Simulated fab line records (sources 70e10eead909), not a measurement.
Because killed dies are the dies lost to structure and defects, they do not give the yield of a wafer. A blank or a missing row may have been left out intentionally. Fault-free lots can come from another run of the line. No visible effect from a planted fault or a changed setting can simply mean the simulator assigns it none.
Chamber matching    flow nandHarc    aldHk-02 running NHARC_A_CHANNEL_FILL_D1_ALD_16: 4 sister chambers
The step deposits SiO2, target thk 1.5 nm, pulse time 10 s, ald cycles 15. 8 wafers are shown with their chamber, then 10 later ones without.

== WAFERS, EACH WITH ITS CHAMBER ==
wafer   chamber  heaterPowerW (W)  precursorPulseHeightRel
L079.6  3        395               1.014
L081.1  0        555               1.015
L081.2  2        490               1.041
L081.6  2        511               1.016
L083.3  3        395               0.973
L083.5  1        466               1.000
L092.1  1        443               1.016
L092.4  0        533               0.995

== WAFERS WHOSE CHAMBER IS MISSING ==
wafer   heaterPowerW (W)  precursorPulseHeightRel
L092.5  469               1.031
L094.1  408               0.981
L094.2  458               0.984
L094.5  521               1.005
L094.3  481               1.004
L094.4  527               0.985
L094.6  410               0.959
L097.1  491               0.984
L097.4  414               0.961
L097.5  410               0.986

== CHAMBER TAKEN BY EACH ==
wafer   from the rows above           in truth
L092.5  can't be placed: 1 or 2       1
L094.1  3                             3
L094.2  1                             1
L094.5  can't be placed: 0 or 2       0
L094.3  can't be placed: 2 or 1       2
L094.4  can't be placed: 0 or 2       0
L094.6  3                             3
L097.1  can't be placed: 2 or 1 or 0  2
L097.4  can't be placed: 3 or 1       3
L097.5  3                             3
Correctly placed: 4 of 10. These rows do not allow placing 6 (true chamber among the candidates in 6). Number placed wrongly: 0.
How it was worked out, from the rows above alone: a wafer's distance from a chamber is the root of the sum, over the readings, of the square of ((its reading less the chamber's mean) divided by the reading's scatter). If the next closest chamber is less than 2 further off than the closest, the wafer can't be placed; otherwise it belongs to the closest. A chamber's mean is the mean of its shown wafers. How the scatter is found: for the shown wafers, subtract from each reading the mean of its chamber, square and add these, divide the total by (wafers less chambers), then take the root.
